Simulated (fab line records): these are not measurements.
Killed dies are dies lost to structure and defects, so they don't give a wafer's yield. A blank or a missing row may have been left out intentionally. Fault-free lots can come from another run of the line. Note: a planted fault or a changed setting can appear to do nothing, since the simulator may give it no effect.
A lot that was struck, set against a sound lot | flow n5 finfet | 15 steps out of a route of 1938
Sound: the wafers L151.1, L151.3, L151.6. The struck wafers were L158.1, L158.2, L158.4. The cause is named last.
Each step with rows lists, per side, the tool, then ch with its chambers, then its first start. Under that, the readings that differ: sound wafers | struck wafers | difference of the means | sigmas: that difference in standard deviations of wafers without a fault.
alike: same words and numbers on both sides, and readings whose means sit less than 2 such deviations apart. not compared: any withheld reading, any reading some wafer has no value for, any bound like >300 that may hide the same value, and any number with overlapping values for which the record gives no deviation.
Wherever a step has rows on one side only, a row that says differs or no value, or a row with sigmas, the two part there. Non-overlapping numbers with no deviation appear without sigmas and do not part them. A reading missing from all wafers of one side parts the sides only when that side holds two or more wafers.

first, 3 steps without rows for these wafers: N5_DUMMY_REMOVAL_PRECLEAN_04 (cleans in DHF, time 37 s); N5_DUMMY_REMOVAL_SRD_05 (time 30 s); N5_HKMG_FIN_IL_REGROW_00 (material SiO2, chemistry O3, target thk 0.75 nm, time 30 s).
N5_HKMG_FIN_HK_ALD_01: deposits HfO2, target thk 1.6 nm, pulse time 3 s, purge time 3 s.
  sound on ald hk-01 ch 2,3, day 5 00:37; struck on ald hk-01 ch 0,2,3, day 6 17:22
  alike: precursor pulse height rel
N5_HKMG_FIN_HK_ANNEAL_02: time 30 s.
  sound on rtp anneal-01 ch 0, day 5 00:48; struck on rtp anneal-01 ch 0, day 6 17:44
  alike: lamp power pct, lamp_zone_5_pct, wafer_temp_C_max
N5_HKMG_FIN_ALD_74: deposits La2O3, target thk 0.5 nm, pulse time 6 s, co reactant pulse time 1 s.
  sound on ald hk-02 ch 0,2,3, day 5 01:01; struck on ald hk-03 ch 1,2,3, day 6 17:56
  reading                    | sound             | struck            | difference | sigmas
  precursor pulse height rel | 1.007 1.009 1.036 | 0.980 0.964 0.993 | -0.038     | -2
  alike: heater power w
N5_HKMG_FIN_ALD_75: deposits Al2O3, target thk 1 nm, co reactant pulse time 1 s.
  sound on ald hk-02 ch 0,2,3, day 5 01:05; struck on ald hk-03 ch 1,2,3, day 6 18:01
  alike: heater power w, precursor pulse height rel
then, 5 steps without rows for these wafers: N5_HKMG_FIN_COAT_41 (time 60 s, resist thk 300 nm); N5_HKMG_FIN_COAT_42 (time 60 s, resist thk 35 nm); N5_HKMG_FIN_COAT_43 (resist thk 90 nm); N5_HKMG_FIN_EBR_45; N5_HKMG_FIN_SOFTBAKE_44 (time 60 s).
N5_HKMG_FIN_EXPOSE_46: exposes mask NDIPOLE.
  sound on arfi scanner-01 ch 0, day 5 01:26; struck on arfi scanner-02 ch 0, day 6 18:14
  reading                          | sound          | struck      | difference | sigmas
  model.HKMG_FIN.overlay x nm (nm) | -0.2 -0.2 -0.2 | 1.4 1.4 1.4 | +1.6       |
  alike: mask
then, 1 step without rows for these wafers: N5_HKMG_FIN_PEB_47 (peb time 60 s).
-- the record jumps here: 4 days lie between the struck wafers' starts before and after (it left off in module HKMG_FIN and takes up again in module BEOL_M4, whose first step shown is number 1111 of the route) --
N5_BEOL_M4_RC_MEAS_101:
  sound on prober-02 ch 0, day 9 06:54; struck on prober-02 ch 0, day 10 17:43
  alike: DIBL_N, DIBL_P, IOFF_N, IOFF_P, ION_N, ION_P, SS_N, SS_P, VT_N, VT_P

## WHERE THEY PART
At N5_HKMG_FIN_ALD_74 and nowhere else, as far as this record goes. Later steps at which nothing parts them and some readings are alike: N5_HKMG_FIN_ALD_75, N5_HKMG_FIN_EXPOSE_46, N5_BEOL_M4_RC_MEAS_101.

WHY: the cause the simulator had injected
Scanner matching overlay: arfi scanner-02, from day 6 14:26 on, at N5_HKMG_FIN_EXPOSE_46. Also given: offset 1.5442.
